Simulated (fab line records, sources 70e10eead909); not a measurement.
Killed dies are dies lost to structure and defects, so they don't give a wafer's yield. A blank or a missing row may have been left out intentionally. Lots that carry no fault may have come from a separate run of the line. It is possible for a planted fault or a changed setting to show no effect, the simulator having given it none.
Chamber matching + flow nand_harc + NHARC_A_STAIRCASE_DEP_301 on pecvd-03: 3 sister chambers
The step deposits SiON, target thk 30 nm. 14 wafers are shown with their chamber, then 7 later ones without.

== WAFERS, EACH WITH ITS CHAMBER ==
| wafer  | chamber | showerhead_vpp_V (V) | heater_power_w (W) | heater_power_outer_w (W) |
|--------|---------|----------------------|--------------------|--------------------------|
| L081.2 | 0       | 1034                 | 795                | 490                      |
| L081.3 | 1       | 1258                 | 907                | 542                      |
| L081.6 | 0       | 1028                 | 818                | 488                      |
| L084.1 | 0       | 1036                 | 780                | 461                      |
| L084.2 | 1       | 1274                 | 920                | 572                      |
| L084.6 | 0       | 1047                 | 788                | 472                      |
| L086.2 | 0       | 1041                 | 766                | 469                      |
| L086.4 | 0       | 1044                 | 786                | 478                      |
| L086.6 | 1       | 1248                 | 929                | 548                      |
| L088.2 | 1       | 1283                 | 807                | 476                      |
| L088.3 | 0       | 1041                 | 756                | 439                      |
| L088.5 | 2       | 1076                 | 718                | 475                      |
| L089.2 | 0       | 1054                 | 801                | 496                      |
| L089.3 | 2       | 1098                 | 773                | 517                      |

SIGNATURES (averages over the wafers above)
| reading              | chamber 0 | chamber 1 | chamber 2 | scatter within a chamber |
|----------------------|-----------|-----------|-----------|--------------------------|
| showerhead_vpp_V     | 1040.62   | 1265.75   | 1087.00   | 11.4                     |
| heater_power_w       | 786.25    | 890.75    | 745.50    | 35.4                     |
| heater_power_outer_w | 474.12    | 534.50    | 496.00    | 27.5                     |
Rule: distance of a wafer from a chamber = root of the sum over the readings of ((wafer's reading minus chamber's mean) / reading's scatter) squared. If the next closest chamber is less than 2 further off than the closest, the wafer can't be placed; otherwise it belongs to the closest. How the scatter is found: for the shown wafers, subtract from each reading the mean of its chamber, square and add these, divide the total by (wafers less chambers), then take the root.

== WAFERS MISSING THEIR CHAMBER ==
| wafer  | showerhead_vpp_V (V) | heater_power_w (W) | heater_power_outer_w (W) |
|--------|----------------------|--------------------|--------------------------|
| L089.4 | 1260                 | 930                | 572                      |
| L090.2 | 1115                 | 643                | 413                      |
| L090.3 | 1030                 | 728                | 443                      |
| L090.6 | 1057                 | 720                | 445                      |
| L095.1 | 1049                 | 684                | 393                      |
| L095.2 | 1085                 | 785                | 499                      |
| L095.3 | 1292                 | 870                | 553                      |

== WHICH CHAMBER EACH ONE RAN IN ==
| wafer  | from the rows above     | in truth |
|--------|-------------------------|----------|
| L089.4 | 1                       | 1        |
| L090.2 | 2                       | 2        |
| L090.3 | 0                       | 0        |
| L090.6 | can't be placed: 0 or 2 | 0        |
| L095.1 | can't be placed: 0 or 2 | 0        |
| L095.2 | 2                       | 2        |
| L095.3 | 1                       | 1        |
5 of 7 placed correctly. Can't be placed from these rows: 2 (the true chamber is among the candidates in 2). Wrongly placed: 0.
